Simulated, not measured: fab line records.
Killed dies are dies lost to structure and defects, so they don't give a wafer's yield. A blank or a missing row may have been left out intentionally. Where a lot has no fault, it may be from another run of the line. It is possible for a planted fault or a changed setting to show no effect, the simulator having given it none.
Split-lot study + flow n5-finfet + on a route of 1938 steps: 7 lots, 21 wafers read

ON THE SPLIT
At N5_MOL_CONTACT_COAG_ETCH_67 (etches SOC in N2/H2, target depth 60 nm, overetch 21 nm, time 101.2 s), the setting source-w was moved away from the recipe's 840 W on 9 of the 21 wafers read, by -12.9% to +13.9%. For the rest of the wafers, this setting stayed at what the recipe calls for.

The split's own step is where the reading is taken.

THE READING
rf-vpp-V, in V, at N5_MOL_CONTACT_COAG_ETCH_67 (etches SOC in N2/H2, target depth 60 nm, overetch 21 nm, time 101.2 s). On this fab line, fault-free wafers typically give 524.4 V with a standard deviation of 2.4 V.

| wafer  | tool, chamber at the split | source-w as run, W | against the recipe | rf-vpp-V, V | against lot-mates on the recipe |
|--------|----------------------------|--------------------|--------------------|-------------|---------------------------------|
| L076.2 | rie-diel-01, 2             | 840                | recipe             | 526.7       | -                               |
| L076.3 | rie-diel-01, 0             | 931.2              | +10.9%             | 501.8       | -24.9                           |
| L076.6 | rie-diel-01, 0             | 931.2              | +10.9%             | 502.5       | -24.2                           |
| L084.1 | rie-diel-05, 2             | 956.6              | +13.9%             | 500.5       | -22.8                           |
| L084.5 | rie-diel-05, 1             | 840                | recipe             | 522.8       | -                               |
| L084.6 | rie-diel-05, 0             | 840                | recipe             | 523.7       | -                               |
| L089.2 | rie-diel-02, 1             | 840                | recipe             | 522.3       | -                               |
| L089.5 | rie-diel-02, 1             | 840                | recipe             | 524.3       | -                               |
| L089.6 | rie-diel-02, 2             | 840                | recipe             | 528.2       | -                               |
| L088.1 | rie-diel-02, 1             | 762.9              | -9.2%              | 541.4       | +18.0                           |
| L088.4 | rie-diel-02, 3             | 840                | recipe             | 523.4       | -                               |
| L088.5 | rie-diel-02, 0             | 762.9              | -9.2%              | 538.6       | +15.2                           |
| L090.3 | rie-diel-01, 0             | 786.5              | -6.4%              | 540.2       | +13.8                           |
| L090.5 | rie-diel-01, 3             | 786.5              | -6.4%              | 536.9       | +10.5                           |
| L090.6 | rie-diel-01, 2             | 840                | recipe             | 526.4       | -                               |
| L093.2 | rie-diel-01, 3             | 840                | recipe             | 525.5       | -                               |
| L093.4 | rie-diel-01, 1             | 840                | recipe             | 523.5       | -                               |
| L093.5 | rie-diel-01, 2             | 840                | recipe             | 526.5       | -                               |
| L094.2 | rie-diel-02, 3             | 731.9              | -12.9%             | 546.6       | +25.4                           |
| L094.4 | rie-diel-02, 0             | 840                | recipe             | 521.2       | -                               |
| L094.6 | rie-diel-02, 0             | 731.9              | -12.9%             | 545.9       | +24.7                           |

THE FIT
A straight line over all 21 wafers: rf-vpp-V changes by -1.83 V for each +1% of source-w; r = -0.99; the points scatter about the line by 2.2 V.
The same after taking each lot's own level away (the mean of its wafers on the recipe; 21 wafers): -1.94 V for each +1%; r = -0.99; scatter 2 V.
That fit puts the effect of the largest move of source-w on the reading at 27 V.
Across the lots, their own levels run from 521.20 to 526.70 V, a range of 2.3 times the standard deviation given above.
Hence the lot-to-lot level has little effect on the slope; both slopes agree.
Check: with one of the wafers moved furthest among these (+13.9%) left out of the fit, the line predicts -28.9 V for it against its lot-mates. Against them it came out at -22.8 V.
Tool readings at the split's step, against how far the setting was moved: rf-vpp-V r = -0.99.

ADDITIONAL SPLITS CARRIED BY THESE WAFERS
Other splits were also applied to these wafers ahead of the reading. Each is held against what the fit with the lots' levels taken away leaves over:
| other split on the same wafers         | wafers away from the commonest value | r with rf-vpp-V (lot level and that fit taken away) |
|----------------------------------------|--------------------------------------|-----------------------------------------------------|
| N5_SDB_COAT_03 spin-rpm                | 7                                    | -0.18                                               |
| N5_SDB_COAT_04 time-s                  | 5                                    | +0.09                                               |
| N5_HKMG_FIN_COAT_43 spin-rpm           | 9                                    | -0.08                                               |
| N5_HKMG_FIN_PEB_47 peb-time-s          | 5                                    | -0.24                                               |
| N5_GATE_CUT_DESCUM_18 time-s           | 7                                    | -0.26                                               |
| N5_MOL_CONTACT_COAG_ALD_27 ald-cycles  | 8                                    | +0.16                                               |
| N5_MOL_CONTACT_COAG_ALD_133 ald-cycles | 10                                   | +0.24                                               |

FILE'S OWN FIT
rf-vpp-V changes by -1.89 V for each +1% of source-w, r = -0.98.
